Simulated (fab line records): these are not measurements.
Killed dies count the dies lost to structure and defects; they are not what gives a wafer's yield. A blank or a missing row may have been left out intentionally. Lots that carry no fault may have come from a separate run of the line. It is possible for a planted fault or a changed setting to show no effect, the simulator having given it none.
Matching of chambers | flow nand_harc | 4 sister chambers for NHARC_A_STAIRCASE_ETCH_169 on rie_diel-10
The step etches the open film in CH3F/O2, target depth 50 nm, time 107.1 s. 4 wafers are shown with their chamber, then 11 later ones without.

== WAFERS WITH THEIR CHAMBER ==
wafer  | chamber | drypump_motor_current_A (A)
L084.4 | 2       | 6.6
L088.2 | 3       | 5.0
L088.4 | 1       | 5.8
L089.1 | 0       | 6.1

== WAFERS WITH NO CHAMBER GIVEN ==
wafer  | drypump_motor_current_A (A)
L089.3 | 5.0
L089.6 | 6.0
L090.2 | 5.7
L090.5 | 6.6
L090.6 | 5.7
L093.1 | 6.6
L093.5 | 5.8
L093.6 | 6.6
L096.2 | 6.1
L096.5 | 5.0
L096.6 | 6.1

== CHAMBER TAKEN BY EACH ==
wafer  | from the rows above     | in truth
L089.3 | 3                       | 3
L089.6 | can't be placed: 0 or 1 | 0
L090.2 | 1                       | 1
L090.5 | 2                       | 2
L090.6 | 1                       | 1
L093.1 | 2                       | 2
L093.5 | 1                       | 1
L093.6 | 2                       | 2
L096.2 | 0                       | 0
L096.5 | 3                       | 3
L096.6 | 0                       | 0
Correct placement for 10 of the 11. From these rows, 1 cannot be placed; in 1 the true chamber is one of the candidates. Placed wrongly: 0.
How it was worked out, from the rows above alone: a wafer's distance from a chamber is the root of the sum, over the readings, of the square of ((its reading less the chamber's mean) divided by the reading's scatter). The wafer belongs to the nearest chamber; if the next one is less than 2 further off, it can't be placed. A chamber's mean is the mean of its shown wafers. The scatter: root of mean squared gap, hidden wafer to nearest shown wafer, with one shown wafer a chamber.
